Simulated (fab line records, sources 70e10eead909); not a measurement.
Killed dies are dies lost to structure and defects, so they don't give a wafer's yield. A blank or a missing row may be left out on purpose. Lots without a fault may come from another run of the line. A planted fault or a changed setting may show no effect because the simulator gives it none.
fab line records | flow nand_harc
record lots=10 wafers=30 last_day=24
route steps=1159 shown A_M0@1011 A_M1@1033
lots that met no fault: from a run of the same line without faults
start_h: hours from the record's first day to the start of the lot's first wafer shown | wait_h: hours since the lot's step before | " the same as in the row above | L1.1+2: a row that stands for several wafers | - no value, or no start given | * or withheld: withheld | < > ~ a bound
route shown NAME@n: a module of which the file shows steps, and the number in the route of the first | usual: mean/standard deviation of fault-free wafers | same: alike in all rows | chamber/n: place in a boat | sites: the reading at each site | _std_site: their standard deviation | _edge_site: outer sites' mean less inner sites' | radius_mm: how far each site lies from the wafer's centre | mask NAME#n: copy n | behind: the tool/chamber that last shaped the wafer | hold: why the lot was held/for how many hours/how that ended | device: the transistor (n, p or np) that didn't switch | end of line: the same wafers' tests at the end of the route | a step without rows: its recipe alone | killed: dies lost to structure and defects at the first sort, not the wafer's yield | map: a wafer's dies, x killed, . not, _ none there
set.NAME: the setting as run; set.NAME@STEP: as run at that earlier step | model.NAME: the simulator's own value behind a step, which no gauge read
steps of the route over a sample of lots; a table a step, a row a wafer
services: from which hour (start_h, from the record's first day; less than 0 if before it) a tool's chamber was out of use, for how many hours, and why
## steps
# step NHARC_A_M0_STRIP_18
# recipe power_w=1000 n2_flow_sccm=150 h2_flow_sccm=150 ar_flow_sccm=0 bias_w=0 chemistry=N2/H2
# usual drypump_motor_current_A=5.7/0.47 oes_product_au=0.999/0.0071 rf_fwd_power_W=996/3.3 rf_vpp_V=90.8/0.99 showerhead_plenum_p_Torr=2.04/0.076 throttle_valve_pct=14.171/0.0086
# columns lot.wafer tool chamber start_h wait_h drypump_motor_current_A oes_product_au rf_fwd_power_W rf_hours_counter_h rf_vpp_V showerhead_plenum_p_Torr throttle_valve_pct
L312.4 rie_diel-10 2 406.81 0.1 6.4 0.992 996 2 92.0 2.11 14.188
L312.6 " 2 " " 6.4 0.986 996 - 91.2 2.11 14.180
L312.5 " 3 " " 4.9 1.004 997 - 90.7 2.03 14.175
L316.2 rie_diel-10 2 408.58 0.1 6.4 0.999 996 2 91.9 2.11 14.173
L316.6 " 2 " " 6.4 0.997 997 - 92.3 2.11 14.178
L316.5 " 3 " " 5.0 1.015 999 - 89.9 2.03 14.182
L313.3 rie_diel-08 3 409.23 0.1 5.6 0.997 999 6 91.7 2.04 14.183
L313.6 " 3 " " 5.6 1.010 995 - 90.3 2.04 14.183
L313.5 " 0 " " 5.6 0.996 993 - 91.6 2.07 14.171
L315.1 rie_diel-10 1 428.62 0.1 5.7 0.997 998 5 90.8 1.95 14.153
L315.3 " 2 " " 6.4 1.001 998 3 91.3 2.11 14.162
L315.5 " 1 " " 5.7 1.007 995 - 90.7 1.95 14.163
L317.2 rie_diel-08 2 429.58 0.1 6.0 0.995 999 7 90.4 2.06 14.180
L317.1 " 0 " " 5.7 1.005 989 9 91.7 2.07 14.183
L317.6 " 3 " " 5.5 1.000 995 - 90.9 2.03 14.170
L318.1 rie_diel-08 1 442.15 0.1 5.3 1.001 998 10 90.2 1.93 14.175
L318.3 " 2 " " 6.0 0.985 992 10 91.3 2.06 14.169
L318.2 " 0 " " 5.7 1.006 995 11 91.0 2.07 14.153
L321.2 rie_diel-10 3 464.28 0.1 5.0 1.019 998 6 91.4 2.03 14.166
L321.4 " 1 " " 5.6 0.997 997 8 88.7 1.95 14.171
L321.5 " 3 " " 5.0 1.009 995 - 91.0 2.03 14.160
L329.2 rie_diel-08 3 513.14 0.1 5.5 0.999 995 1 90.1 2.03 14.166
L329.4 " 2 " " 6.0 1.002 995 2 91.7 2.06 14.171
L329.6 " 3 " " 5.5 0.989 998 - 91.6 2.03 14.171
L333.4 rie_diel-13 1 515.47 0.1 6.0 1.012 1003 5 90.7 2.00 14.158
L333.2 " 3 " " 5.9 1.008 992 5 88.7 1.91 14.172
L333.6 " 1 " " 6.0 1.018 996 - 91.2 2.01 14.180
L327.3 rie_diel-10 3 525.67 0.1 4.9 1.013 992 10 91.6 2.03 14.176
L327.1 " 1 " " 5.6 1.002 995 11 88.8 1.95 14.175
L327.6 " 2 " " 6.4 1.008 998 - 92.0 2.11 14.171
# step NHARC_A_M0_ANNEAL_30
# recipe temp_c=225 time_s=90
# usual wafer_temp_C_max=226.4/0.4
# columns lot.wafer tool chamber start_h wait_h wafer_temp_C_max
L312.4 rtp_anneal-01 0 408.56 0.5 226.3
L312.5 " 0 " " 226.1
L312.6 " 0 " " 226.2
L316.2 rtp_anneal-01 0 409.98 0.4 225.7
L316.5 " 0 " " 226.4
L316.6 " 0 " " 225.6
L313.3 rtp_anneal-02 0 410.63 0.3 226.6
L313.5 " 0 " " 226.4
L313.6 " 0 " " 226.5
L315.1 rtp_anneal-02 0 429.91 - 226.8
L315.3 " 0 " " 226.9
L315.5 " 0 " " 226.2
L317.1 rtp_anneal-01 0 430.97 0.3 226.4
L317.2 " 0 " " 226.1
L317.6 " 0 " " 225.8
L318.1 rtp_anneal-01 0 443.43 - 226.1
L318.2 " 0 " " 226.5
L318.3 " 0 " " 226.5
L321.2 rtp_anneal-01 0 465.68 - 226.0
L321.4 " 0 " " 226.0
L321.5 " 0 " " 226.5
L329.2 rtp_anneal-02 0 514.50 - 226.9
L329.4 " 0 " " 227.1
L329.6 " 0 " " 226.7
L333.2 rtp_anneal-02 0 516.78 - 226.7
L333.4 " 0 " " 226.7
L333.6 " 0 " " 226.7
L327.1 rtp_anneal-02 0 526.96 - 226.8
L327.3 " 0 " " 226.3
L327.6 " 0 " " 226.6
# step NHARC_A_M1_EXPOSE_06
# recipe na=1.35 target_cd_nm=120 dose_mj=75.13 mask_id=A_M1
# usual exposure_dose_mJ_cm2=75.10/0.075 focus_offset_nm=0.1/0.46
# columns lot.wafer tool chamber start_h wait_h mask exposure_dose_mJ_cm2 focus_offset_nm
L312.4 arfi_scanner-01 0 410.34 - A_M1#0 75.15 0.9
L312.5 " 0 " " A_M1#0 75.19 0.3
L312.6 " 0 " " A_M1#0 75.15 -0.1
L316.2 arfi_scanner-01 0 411.97 - A_M1#0 75.09 -0.1
L316.5 " 0 " " A_M1#0 75.13 0.1
L316.6 " 0 " " A_M1#0 75.07 0.2
L313.3 arfi_scanner-01 0 412.59 - A_M1#0 75.19 0.1
L313.5 " 0 " " A_M1#0 75.11 -0.1
L313.6 " 0 " " A_M1#0 75.12 -0.4
L315.1 arfi_scanner-01 0 432.00 - A_M1#0 78.25 0.2
L315.3 " 0 " " A_M1#0 78.32 0.9
L315.5 " 0 " " A_M1#0 78.22 -0.6
L317.1 arfi_scanner-02 0 433.08 - A_M1#0 75.22 -0.3
L317.2 " 0 " " A_M1#0 75.19 -0.3
L317.6 " 0 " " A_M1#0 75.21 -0.4
L318.1 arfi_scanner-03 0 445.37 - A_M1#0 75.11 0.1
L318.2 " 0 " " A_M1#0 74.96 -0.2
L318.3 " 0 " " A_M1#0 74.98 0.3
L321.2 arfi_scanner-01 0 467.70 - A_M1#0 77.70 -0.6
L321.4 " 0 " " A_M1#0 77.58 -0.1
L321.5 " 0 " " A_M1#0 77.66 -0.7
L329.2 arfi_scanner-03 0 516.72 - A_M1#0 75.07 0.1
L329.4 " 0 " " A_M1#0 74.99 -0.2
L329.6 " 0 " " A_M1#0 75.10 -0.3
L333.2 arfi_scanner-03 0 518.69 - A_M1#0 75.09 0.5
L333.4 " 0 " " A_M1#0 75.07 0.7
L333.6 " 0 " " A_M1#0 74.95 0.6
L327.1 arfi_scanner-03 0 529.06 - A_M1#0 75.06 -0.8
L327.3 " 0 " " A_M1#0 75.05 -0.2
L327.6 " 0 " " A_M1#0 75.13 0.6
# step NHARC_A_M1_CD_MEAS_09
# recipe target_cd_nm=120 landing_energy_ev=500
# usual cd_nm=119.7/0.46
# columns lot.wafer tool chamber start_h wait_h cd_nm
L312.4 cd_sem-02 0 410.48 - 120.0
L312.5 " 0 " " 120.2
L312.6 " 0 " " 120.4
L316.2 cd_sem-03 0 412.11 - 119.7
L316.5 " 0 " " 119.9
L316.6 " 0 " " 119.8
L313.3 cd_sem-03 0 412.73 - 119.5
L313.5 " 0 " " 119.8
L313.6 " 0 " " 119.7
L315.1 cd_sem-01 0 432.14 - 122.5
L315.3 " 0 " " 122.4
L315.5 " 0 " " 122.7
L317.1 cd_sem-03 0 433.22 - 119.5
L317.2 " 0 " " 119.1
L317.6 " 0 " " 119.3
L318.1 cd_sem-01 0 445.51 - 120.1
L318.2 " 0 " " 119.8
L318.3 " 0 " " 120.3
L321.2 cd_sem-03 0 467.84 - 122.0
L321.4 " 0 " " 121.6
L321.5 " 0 " " 121.9
L329.2 cd_sem-01 0 516.87 - 120.2
L329.4 " 0 " " 119.8
L329.6 " 0 " " 120.3
L333.2 cd_sem-02 0 518.83 - 119.0
L333.4 " 0 " " 119.8
L333.6 " 0 " " 119.5
L327.1 cd_sem-02 0 529.20 - 119.1
L327.3 " 0 " " 118.6
L327.6 " 0 " " 119.1
# step NHARC_A_M1_STRIP_18
# recipe power_w=1000 n2_flow_sccm=150 h2_flow_sccm=150 ar_flow_sccm=0 bias_w=0 chemistry=N2/H2
# usual drypump_motor_current_A=5.8/0.44 oes_product_au=1.000/0.0072 rf_fwd_power_W=998/3.2 rf_vpp_V=90.8/0.98 showerhead_plenum_p_Torr=2.04/0.084 throttle_valve_pct=14.172/0.0094
# columns lot.wafer tool chamber start_h wait_h drypump_motor_current_A oes_product_au rf_fwd_power_W rf_hours_counter_h rf_vpp_V showerhead_plenum_p_Torr throttle_valve_pct
L312.4 rie_diel-12 2 411.11 0.1 6.5 1.003 997 2 90.4 2.04 14.171
L312.6 " 3 " " 6.2 1.004 996 - 90.3 1.90 14.185
L312.5 " 0 " " 6.1 1.007 996 - 91.1 2.02 14.184
L316.2 rie_diel-12 0 412.75 0.1 6.1 1.000 999 2 91.4 2.02 14.156
L316.6 " 1 " " 5.5 1.002 1006 - 90.4 1.94 14.164
L316.5 " 2 " " 6.5 0.994 993 - 91.4 2.04 14.168
L313.3 rie_diel-01 3 413.39 0.1 5.4 1.013 993 7 91.6 2.06 14.176
L313.6 " 1 " " 5.4 1.007 995 - 90.4 2.05 14.171
L313.5 " 2 " " 5.3 1.004 998 - 90.7 2.20 14.192
L315.1 rie_diel-07 2 432.76 0.1 5.1 0.992 999 1 92.4 2.13 14.176
L315.3 " 3 " " 5.8 1.003 994 1 90.9 2.06 14.175
L315.5 " 0 " " 6.2 0.993 995 - 89.5 2.06 14.162
L317.2 rie_diel-12 1 433.78 0.1 5.5 1.007 1000 3 90.4 1.94 14.166
L317.1 " 3 " " 6.2 0.980 1001 4 90.1 1.90 14.173
L317.6 " 1 " " 5.5 0.998 1001 - 89.5 1.94 14.178
L318.2 rie_diel-12 0 446.58 0.1 6.1 0.983 992 5 89.6 2.01 14.169
L318.1 " 1 " " 5.5 0.988 999 4 89.1 1.93 14.152
L318.3 " 2 " " 6.5 0.993 998 4 89.6 2.04 14.177
L321.2 rie_diel-01 2 468.45 0.1 5.3 1.003 1001 10 91.2 2.20 14.175
L321.4 " 3 " " 5.5 1.004 996 11 92.5 2.06 14.178
L321.5 " 1 " " 5.3 1.001 995 - 90.2 2.05 14.169
L329.2 rie_diel-12 1 517.48 0.1 5.5 1.000 995 10 89.5 1.93 14.173
L329.6 " 1 " " 5.5 0.996 997 - 90.4 1.93 14.168
L329.4 " 0 " " 6.1 0.991 999 - 91.2 2.01 14.166
L333.2 rie_diel-12 2 519.44 0.1 6.5 0.999 1002 10 91.0 2.04 14.183
L333.4 " 2 " " 6.5 1.004 996 - 90.0 2.04 14.174
L333.6 " 0 " " 6.1 0.995 1001 - 91.0 2.01 14.155
L327.3 rie_diel-12 0 529.79 0.1 6.1 1.004 998 10 89.4 2.01 14.181
L327.1 " 1 " " 5.5 1.009 996 10 91.2 1.93 14.171
L327.6 " 0 " " 6.1 1.001 1002 - 89.7 2.01 14.166
## services
# columns tool chamber start_h hours kind
rie_diel-12 0 388.80 - clean
rie_diel-12 1 388.80 - clean
rie_diel-12 2 388.80 - clean
rie_diel-12 3 388.80 - clean
rie_diel-07 2 402.42 5.2 repair
rie_diel-13 1 404.72 7.4 repair
rie_diel-07 - 405.20 9.0 pm
arfi_scanner-03 - 407.80 26.0 repair
rie_diel-13 1 418.34 10.3 repair
rie_diel-10 2 419.80 8.7 repair
rie_diel-13 3 420.37 8.8 repair
arfi_scanner-02 - 421.07 3.3 repair
arfi_scanner-02 - 428.02 4.0 pm
rie_diel-13 - 453.26 9.0 pm
arfi_scanner-01 - 461.86 0.5 repair
rie_diel-07 0 466.83 1.4 repair
rie_diel-08 - 478.82 9.0 pm
arfi_scanner-03 - 484.00 4.0 pm
rie_diel-01 1 484.35 9.2 repair
rie_diel-01 - 491.80 9.0 pm
rie_diel-07 1 494.79 8.2 repair
rie_diel-12 3 505.16 14.6 repair
rie_diel-07 2 506.04 7.9 repair
arfi_scanner-02 - 529.64 2.5 repair
## key
first_sign step=NHARC_A_M1_EXPOSE_06 reading=exposure_dose_mJ_cm2 direction=up sigmas=38 usual=75.10 struck=77.96
effect step=NHARC_A_M1_CD_MEAS_09 reading=cd_nm direction=up sigmas=5.2 usual=119.7 struck=122.2 through=control_loop
met_at NHARC_A_M1_EXPOSE_06
struck_lots L315,L321
loop_trim step=NHARC_A_M1_EXPOSE_06 setting=dose lots=L321
not_acting_at NHARC_A_M0_STRIP_18,NHARC_A_M0_ANNEAL_30,NHARC_A_M1_STRIP_18
onset_between 412.59 432.00
fault kind=process_parameter_drift tool=arfi_scanner-01 chamber=- onset_h=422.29 steps=NHARC_A_M1_EXPOSE_06 channel=dose_mj offset=3.1641 shape=step acts_in=these_recipes_only stated=75.13
# loop_trim: a control loop set the setting to another value than it would have without faults
